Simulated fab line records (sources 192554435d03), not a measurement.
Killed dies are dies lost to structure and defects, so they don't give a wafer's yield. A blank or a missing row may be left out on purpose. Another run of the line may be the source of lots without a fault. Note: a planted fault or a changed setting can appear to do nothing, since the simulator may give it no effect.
Matching of chambers / flow n5_finfet / N5_MOL_CONTACT_COAG_ALD_133 on ald_sin-01: 4 sister chambers
The step deposits SiO2, target thk 5 nm, pulse time 1 s, co reactant pulse time 1 s. 4 wafers are shown with their chamber, then 7 later ones without.

EACH WAFER AND ITS CHAMBER
wafer=L183.2; chamber=1; heater_power_w (W)=81
wafer=L191.5; chamber=2; heater_power_w (W)=71
wafer=L192.3; chamber=3; heater_power_w (W)=80
wafer=L192.4; chamber=0; heater_power_w (W)=73

WAFERS MISSING THEIR CHAMBER
wafer=L192.5; heater_power_w (W)=80
wafer=L193.1; heater_power_w (W)=83
wafer=L193.4; heater_power_w (W)=73
wafer=L193.5; heater_power_w (W)=80
wafer=L201.2; heater_power_w (W)=82
wafer=L201.5; heater_power_w (W)=82
wafer=L201.6; heater_power_w (W)=75

WHICH CHAMBER EACH WENT THROUGH
wafer=L192.5; from the rows above=can't be placed: 3 or 1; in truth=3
wafer=L193.1; from the rows above=can't be placed: 1 or 3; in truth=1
wafer=L193.4; from the rows above=can't be placed: 0 or 2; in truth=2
wafer=L193.5; from the rows above=can't be placed: 3 or 1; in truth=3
wafer=L201.2; from the rows above=can't be placed: 1 or 3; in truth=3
wafer=L201.5; from the rows above=can't be placed: 1 or 3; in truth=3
wafer=L201.6; from the rows above=can't be placed: 0 or 2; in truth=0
0 of 7 placed correctly. From these rows, 7 cannot be placed; in 7 the true chamber is one of the candidates. 0 placed wrongly.
How it was worked out, from the rows above alone: a wafer's distance from a chamber is the root of the sum, over the readings, of the square of ((its reading less the chamber's mean) divided by the reading's scatter). If the next closest chamber is less than 2 further off than the closest, the wafer can't be placed; otherwise it belongs to the closest. Each chamber's mean is taken over the wafers shown for it. The scatter: with one shown wafer a chamber, the root of the mean of the squares of how far each hidden wafer lies from its nearest shown one.
